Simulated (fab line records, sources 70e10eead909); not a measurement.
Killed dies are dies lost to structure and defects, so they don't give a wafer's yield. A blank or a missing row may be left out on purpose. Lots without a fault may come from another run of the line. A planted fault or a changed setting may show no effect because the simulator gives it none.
Which tool did it? | flow nand_harc | 12 lots, 36 wafers sampled, at 4 steps of a route of 1302

WHAT THE GAUGES READ, wafer by wafer
The record holds no reading of a measuring or inspecting step that can be judged against a usual standard deviation.

WHICH TOOL RAN EACH LOT (tool, then ch and the chambers of the sampled wafers, then the start)
lot  | NHARC_A_CHANNEL_HOLE_D1_ETCH_23  | NHARC_A_CHANNEL_HOLE_D1_ETCH_24  | NHARC_A_CHANNEL_HOLE_D1_ETCH_33  | NHARC_A_CHANNEL_FILL_D1_ALD_25
L905 | har_etch-02 ch 1, day 9 06:23    | har_etch-02 ch 1, day 9 07:47    | har_etch-02 ch 1, day 9 11:18    | ald_hk-01 ch 0,1,2, day 11 01:33
L907 | har_etch-01 ch 0,1, day 9 22:25  | har_etch-01 ch 0,1, day 9 23:07  | har_etch-01 ch 0,1, day 10 00:52 | ald_hk-03 ch 0,3, day 11 16:43
L908 | har_etch-01 ch 0, day 10 07:10   | har_etch-01 ch 0, day 10 07:52   | har_etch-01 ch 0, day 10 09:43   | ald_hk-01 ch 0,1,2, day 12 04:11
L909 | har_etch-01 ch 0,1, day 10 14:02 | har_etch-01 ch 0,1, day 10 14:45 | har_etch-01 ch 0,1, day 10 16:31 | ald_hk-04 ch 0,2, day 12 07:24
L910 | har_etch-02 ch 0,1, day 10 23:49 | har_etch-02 ch 0,1, day 11 00:32 | har_etch-02 ch 0,1, day 11 02:11 | ald_hk-01 ch 1,2, day 12 17:50
L911 | har_etch-01 ch 0,1, day 11 19:55 | har_etch-01 ch 0,1, day 11 20:38 | har_etch-01 ch 0,1, day 11 22:17 | ald_hk-04 ch 0,1, day 13 14:36
L912 | har_etch-02 ch 0,1, day 12 06:19 | har_etch-02 ch 0,1, day 12 07:02 | har_etch-02 ch 0,1, day 12 08:47 | ald_hk-01 ch 1,2,3, day 14 00:59
L915 | har_etch-01 ch 0,1, day 13 04:31 | har_etch-01 ch 0,1, day 13 05:14 | har_etch-01 ch 0,1, day 13 06:53 | ald_hk-03 ch 1,2, day 14 21:36
L914 | har_etch-02 ch 0,1, day 13 05:26 | har_etch-02 ch 0,1, day 13 11:08 | har_etch-02 ch 0,1, day 13 12:59 | ald_hk-03 ch 0,2,3, day 15 04:19
L916 | har_etch-01 ch 1, day 13 12:52   | har_etch-01 ch 1, day 13 13:35   | har_etch-01 ch 1, day 13 15:20   | ald_hk-01 ch 0,2,3, day 15 04:19
L919 | har_etch-02 ch 0,1, day 15 07:46 | har_etch-02 ch 0,1, day 15 08:28 | har_etch-02 ch 0,1, day 15 10:17 | ald_hk-01 ch 0,1,2, day 17 01:25
L923 | har_etch-02 ch 0,1, day 16 06:05 | har_etch-02 ch 0,1, day 16 06:46 | har_etch-02 ch 0,1, day 16 08:37 | ald_hk-01 ch 2,3, day 18 00:49
- NHARC_A_CHANNEL_HOLE_D1_ETCH_23: etches the open film in C4F8/O2/Ar, time 819 s, target depth 1600 nm.
- NHARC_A_CHANNEL_HOLE_D1_ETCH_24: etches the open film in C4F8/O2/Ar, time 906.2 s, target depth 1500 nm.
- NHARC_A_CHANNEL_HOLE_D1_ETCH_33: etches the open film in C4F8/O2/Ar, time 90 s, target depth 400 nm.
- NHARC_A_CHANNEL_FILL_D1_ALD_25: deposits SiOx, target thk 60 nm, pulse time 10 s, ald cycles 600.

WHAT THE TOOLS THEMSELVES READ (means of the sampled wafers that have a number; where no wafer has one, the mark that the record gives instead)
NHARC_A_CHANNEL_HOLE_D1_ETCH_23. Usual: drypump_motor_current_A 5.5 A, standard deviation 0.6; showerhead_plenum_p_Torr 3.66 Torr, standard deviation 0.076; throttle_valve_pct 32.156 %, standard deviation 0.0087.
lot  | tool        | drypump_motor_current_A (A) | showerhead_plenum_p_Torr (Torr) | throttle_valve_pct (%) | flag
L905 | har_etch-02 | 4.9                         | 3.77                            | 32.152                 |
L907 | har_etch-01 | 5.3                         | 3.62                            | 32.154                 |
L908 | har_etch-01 | 5.9                         | 3.63                            | 32.155                 |
L909 | har_etch-01 | 5.3                         | 3.62                            | 32.147                 |
L910 | har_etch-02 | 5.4                         | 3.75                            | 32.151                 |
L911 | har_etch-01 | 5.3                         | 3.61                            | 32.156                 |
L912 | har_etch-02 | 5.4                         | 3.74                            | 32.163                 |
L915 | har_etch-01 | 5.3                         | 3.60                            | 32.157                 |
L914 | har_etch-02 | 5.4                         | 3.73                            | 32.160                 |
L916 | har_etch-01 | 5.0                         | 3.58                            | 32.160                 |
L919 | har_etch-02 | 5.4                         | 3.72                            | 32.159                 |
L923 | har_etch-02 | 5.4                         | 3.71                            | 32.150                 |

NHARC_A_CHANNEL_HOLE_D1_ETCH_24. Usual: drypump_motor_current_A 5.5 A, standard deviation 0.6; showerhead_plenum_p_Torr 3.65 Torr, standard deviation 0.076; throttle_valve_pct 32.236 %, standard deviation 0.0097.
lot  | tool        | drypump_motor_current_A (A) | showerhead_plenum_p_Torr (Torr) | throttle_valve_pct (%) | flag
L905 | har_etch-02 | 4.9                         | 3.76                            | 32.237                 |
L907 | har_etch-01 | 5.2                         | 3.62                            | 32.232                 |
L908 | har_etch-01 | 5.9                         | 3.62                            | 32.248                 |
L909 | har_etch-01 | 5.3                         | 3.61                            | 32.231                 |
L910 | har_etch-02 | 5.4                         | 3.75                            | 32.226                 |
L911 | har_etch-01 | 5.3                         | 3.60                            | 32.232                 |
L912 | har_etch-02 | 5.4                         | 3.74                            | 32.226                 |
L915 | har_etch-01 | 5.3                         | 3.59                            | 32.244                 |
L914 | har_etch-02 | 5.4                         | 3.73                            | 32.238                 |
L916 | har_etch-01 | 4.9                         | 3.58                            | 32.237                 |
L919 | har_etch-02 | 5.4                         | 3.71                            | 32.239                 |
L923 | har_etch-02 | 5.4                         | 3.71                            | 32.236                 |

NHARC_A_CHANNEL_HOLE_D1_ETCH_33. Usual: drypump_motor_current_A 5.5 A, standard deviation 0.6; showerhead_plenum_p_Torr 3.70 Torr, standard deviation 0.078; throttle_valve_pct 27.622 %, standard deviation 0.0098.
lot  | tool        | drypump_motor_current_A (A) | showerhead_plenum_p_Torr (Torr) | throttle_valve_pct (%) | flag
L905 | har_etch-02 | 4.9                         | 3.81                            | 27.623                 |
L907 | har_etch-01 | 5.3                         | 3.66                            | 27.617                 |
L908 | har_etch-01 | 5.9                         | 3.67                            | 27.628                 |
L909 | har_etch-01 | 5.3                         | 3.65                            | 27.612                 |
L910 | har_etch-02 | 5.4                         | 3.79                            | 27.629                 |
L911 | har_etch-01 | 5.3                         | 3.64                            | 27.612                 |
L912 | har_etch-02 | 5.4                         | 3.78                            | 27.618                 |
L915 | har_etch-01 | 5.3                         | 3.63                            | 27.622                 |
L914 | har_etch-02 | 5.4                         | 3.77                            | 27.624                 |
L916 | har_etch-01 | 5.0                         | 3.62                            | 27.619                 |
L919 | har_etch-02 | 5.4                         | 3.76                            | 27.627                 |
L923 | har_etch-02 | 5.4                         | 3.75                            | 27.627                 |

NHARC_A_CHANNEL_FILL_D1_ALD_25. Usual: heater_power_w 488 W, standard deviation 42; precursor_pulse_height_rel 0.999, standard deviation 0.02.
lot  | tool      | heater_power_w (W) | precursor_pulse_height_rel | flag
L905 | ald_hk-01 | 475                | 1.007                      |
L907 | ald_hk-03 | 491                | 0.989                      |
L908 | ald_hk-01 | 482                | 1.004                      |
L909 | ald_hk-04 | 532                | 1.006                      |
L910 | ald_hk-01 | 486                | 1.002                      |
L911 | ald_hk-04 | 499                | 1.004                      |
L912 | ald_hk-01 | 491                | 1.012                      |
L915 | ald_hk-03 | 419                | 1.002                      |
L914 | ald_hk-03 | 466                | 1.001                      |
L916 | ald_hk-01 | 499                | 1.002                      |
L919 | ald_hk-01 | 480                | 1.024                      |
L923 | ald_hk-01 | 515                | 0.996                      |

THE ANSWER, worked out from the rows above alone
Rule: a lot is off if the mean of its wafers that have a number lies more than 3 standard deviations from the usual mean. A lot without any number at a reading at which 4 lots or more have one is off too. The other lots that the step has rows for count as sound. The gauges are gone through in route order, then the tools' own readings, and for those a lot's mean is taken as printed above. The first step at which some lot is off is used, and at that step the reading that is off furthest; a lot without a number counts as furthest.
No lot is off at any reading shown: from this, nothing can be told.

WHAT THE SIMULATOR HAD PUT IN
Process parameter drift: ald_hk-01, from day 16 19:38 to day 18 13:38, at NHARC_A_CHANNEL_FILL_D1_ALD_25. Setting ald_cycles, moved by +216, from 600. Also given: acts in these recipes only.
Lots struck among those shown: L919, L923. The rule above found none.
